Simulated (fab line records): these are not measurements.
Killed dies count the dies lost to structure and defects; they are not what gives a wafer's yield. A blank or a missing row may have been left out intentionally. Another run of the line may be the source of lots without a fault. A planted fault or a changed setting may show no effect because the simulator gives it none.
What tool caused it? ; flow n5_finfet ; 8 lots, 24 wafers sampled, at 4 steps of a route of 1938

WHAT THE GAUGES SHOWED, per wafer
N5_MOL_CONTACT_COAG_INSPECT_42: inspects for defects (brightfield).
lot;measured;on;raw_defect_count
L449;day 5 17:25;defect_inspect-02;173 190 159
L450;day 5 20:13;defect_inspect-02;127 202 143
L452;day 6 09:50;defect_inspect-02;553 272 208
L466;day 9 19:34;defect_inspect-01;219 375 289
L467;day 10 00:13;defect_inspect-01;214 226 243
L468;day 10 10:29;defect_inspect-02;119 180 233
L469;day 10 21:44;defect_inspect-01;287 258 238
L470;day 10 21:57;defect_inspect-02;164 234 168

TOOL THAT RAN EACH LOT (tool first, then ch and the chambers of the sampled wafers, then the start)
lot;N5_MOL_CONTACT_COAG_ETCH_89;N5_MOL_CONTACT_COAG_ETCH_91;N5_MOL_CONTACT_COAG_VIA_ETCH_46
L449;rie_diel-02 ch 0,3, day 5 15:59;rie_diel-04 ch 0,3, day 5 16:25;rie_diel-04 ch 0,3, day 5 16:32
L450;rie_diel-02 ch 0,3, day 5 18:54;rie_diel-01 ch 0,2,3, day 5 19:18;rie_diel-01 ch 0,2,3, day 5 19:26
L452;rie_diel-02 ch 1,3, day 6 08:32;rie_diel-02 ch 0,1,3, day 6 08:50;rie_diel-02 ch 0,1,3, day 6 08:58
L466;rie_diel-01 ch 0,2,3, day 9 18:07;rie_diel-02 ch 0,1,3, day 9 18:42;rie_diel-02 ch 0,1,3, day 9 18:49
L467;rie_diel-01 ch 0,1, day 9 23:02;rie_diel-04 ch 0,2,3, day 9 23:21;rie_diel-04 ch 0,2,3, day 9 23:28
L468;rie_diel-02 ch 0,2, day 10 09:05;rie_diel-02 ch 0,2, day 10 09:37;rie_diel-02 ch 0,2, day 10 09:44
L469;rie_diel-01 ch 0,2, day 10 20:26;rie_diel-01 ch 1,2, day 10 20:45;rie_diel-01 ch 1,2, day 10 20:53
L470;rie_diel-02 ch 0,1,2, day 10 20:43;rie_diel-02 ch 0,1,2, day 10 21:05;rie_diel-02 ch 0,1,2, day 10 21:12
- N5_MOL_CONTACT_COAG_ETCH_89: etches underlayer in N2/H2, target depth 13 nm, time 10.4 s.
- N5_MOL_CONTACT_COAG_ETCH_91: etches SOC in N2/H2, target depth 60 nm, overetch 21 nm, time 101.2 s.
- N5_MOL_CONTACT_COAG_VIA_ETCH_46: etches SiO2 in C4F6/O2, target depth 46 nm, overetch 9.2 nm, time 40 s.

THE ANSWER, worked out from the rows above alone
Rule: the lots themselves supply what counts as usual. The widest of any qualifying gaps counts: lots, ordered by their means at a reading, are off when they make up no more than a third of the lots, leave a main group of 4 or more, and stand apart from it by 3 or more times the standard deviation of that group's means. A main group is skipped when, at the precision printed for the reading in the tables above, its means are all equal. Also off: a lot with no number at a reading for which 4 or more lots have one. Where the step has rows for the other lots, those lots are counted as sound.
No lot is off at any reading shown: from this, nothing can be told.

WHAT WAS PUT IN BY THE SIMULATOR
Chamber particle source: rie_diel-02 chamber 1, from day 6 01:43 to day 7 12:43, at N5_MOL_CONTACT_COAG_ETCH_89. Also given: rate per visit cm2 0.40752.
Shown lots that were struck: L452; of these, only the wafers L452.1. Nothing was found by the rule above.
